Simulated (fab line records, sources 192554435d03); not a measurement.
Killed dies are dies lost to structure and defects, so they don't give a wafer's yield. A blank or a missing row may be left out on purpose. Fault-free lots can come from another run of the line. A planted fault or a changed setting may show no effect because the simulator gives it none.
A lot that was struck, set against a sound lot :: flow n5-finfet :: 16 steps out of a route of 1938
Sound: the wafers L782.2, L782.3, L782.4. Struck: wafer L791.4. (L791.3 of the same lot was not struck and is left out.) The cause comes at the end.
Each step with rows lists, per side, the tool, then ch with its chambers, then its first start. Under that, the readings that differ: sound wafers :: struck wafers :: difference of the means :: sigmas: that difference in standard deviations of wafers without a fault.
alike: readings with means less than 2 such deviations apart, plus words and numbers identical on both sides. not compared: withheld readings, readings lacking a value on some wafer, bounds such as >300 that could conceal the same value, and numbers that have no deviation in the record and whose values overlap.
The two part at a step that has a row with sigmas, a row that says differs or no value, or rows on one side only. Numbers that don't overlap but have no deviation are shown without sigmas and don't part them. Lack of a reading on every wafer of one side parts them only where that side has two or more wafers.

first, 6 steps without rows for these wafers: N5_MOL_CONTACT_COAG_COAT_02 (resist thk 30 nm); N5_MOL_CONTACT_COAG_EBR_04; N5_MOL_CONTACT_COAG_SOFTBAKE_03 (time 60 s); N5_MOL_CONTACT_COAG_EXPOSE_05 (exposes mask CA, defocus 0 nm); N5_MOL_CONTACT_COAG_PEB_06 (peb time 60 s); N5_MOL_CONTACT_COAG_DEVELOP_07 (develop time 30 s).
N5_MOL_CONTACT_COAG_CD_MEAS_08 targets a cd of 28 nm.
  sound on cd-sem-03 ch 0, day 6 22:01; struck on cd-sem-02 ch 0, day 9 06:32
  alike: cd-nm
N5_MOL_CONTACT_COAG_OVL_MEAS_09:
  sound on overlay-02 ch 0, day 6 22:02; struck on overlay-01 ch 0, day 9 06:34
  alike: CA_OVL
N5_MOL_CONTACT_COAG_INSPECT_10: inspects for defects (brightfield).
  sound on defect-inspect-01, day 6 22:06; struck on defect-inspect-01, day 9 06:37
  alike: raw-defect-count
N5_MOL_CONTACT_COAG_DESCUM_13: chemistry O2, time 7 s.
  sound on rie-diel-04 ch 0,1,3, day 6 22:08; struck on rie-diel-06 ch 1, day 9 06:52
reading: throttle-valve-pct (%)
sound: 20.33 20.53 20.22
struck: 20.82
difference: +0.46
sigmas: +2
  alike: drypump-motor-current-A, oes-product-au, rf-vpp-V, showerhead-plenum-p-Torr
  not compared: rf-hours-counter-h
N5_MOL_CONTACT_COAG_ETCH_59: etches underlayer in N2/H2, target depth 13 nm, time 10.4 s.
  sound on rie-diel-04 ch 0,1,3, day 6 22:10; struck on rie-diel-06 ch 1, day 9 06:55
  alike: drypump-motor-current-A, etch-rf-on-time-s, oes-product-au, rf-vpp-V, showerhead-plenum-p-Torr, throttle-valve-pct
  not compared: rf-hours-counter-h
N5_MOL_CONTACT_COAG_ETCH_105: etches SiARC in CF4, target depth 15.6 nm, time 26 s.
  sound on rie-diel-04 ch 0,1,3, day 6 22:11; struck on rie-diel-06 ch 1, day 9 06:56
reading: rf-vpp-V (V)
sound: 185.0 182.8 182.1
struck: 186.1
difference: +2.8
sigmas: +2

reading: throttle-valve-pct (%)
sound: 15.61 15.74 15.44
struck: 15.98
difference: +0.38
sigmas: +2
  alike: drypump-motor-current-A, etch-rf-on-time-s, oes-product-au, showerhead-plenum-p-Torr
  not compared: rf-hours-counter-h
N5_MOL_CONTACT_COAG_ETCH_106: etches SOC in N2/H2, target depth 80 nm, overetch 16 nm, time 120 s.
  sound on rie-diel-04 ch 0,1,3, day 6 22:13; struck on rie-diel-06 ch 1, day 9 06:58
  alike: drypump-motor-current-A, oes-product-au, rf-vpp-V, showerhead-plenum-p-Torr, throttle-valve-pct
  not compared: rf-hours-counter-h, model.SiARC_of_MOL_CONTACT_COAG_COAT_104.thk-nm
then, 1 step without rows for these wafers: N5_MOL_CONTACT_COAG_STRIP_107 (strips in N2/H2).
-- record jumps: 3 days separate the struck wafers' starts on either side; left off in module MOL_CONTACT_COAG, taken up again in module BEOL_M4, whose first shown step is the route's number 1111 --
N5_BEOL_M4_RC_MEAS_101:
  sound on prober-02 ch 0, day 9 16:20; struck on prober-01 ch 0, day 12 03:58
reading: SS_P (mV/dec)
sound: 73.0 72.8 72.8
struck: 74.8
difference: +1.9
sigmas: +3
  alike: DIBL_N, DIBL_P, IOFF_N, IOFF_P, ION_N, ION_P, SS_N, VT_N, VT_P
after that, 1 step had no rows for these wafers: N5_PASSIVATION_PROBE_49.

## WHERE THEY PART
Last at N5_BEOL_M4_RC_MEAS_101 as far as this record goes, first at N5_MOL_CONTACT_COAG_DESCUM_13.

WHY: the cause the simulator had injected
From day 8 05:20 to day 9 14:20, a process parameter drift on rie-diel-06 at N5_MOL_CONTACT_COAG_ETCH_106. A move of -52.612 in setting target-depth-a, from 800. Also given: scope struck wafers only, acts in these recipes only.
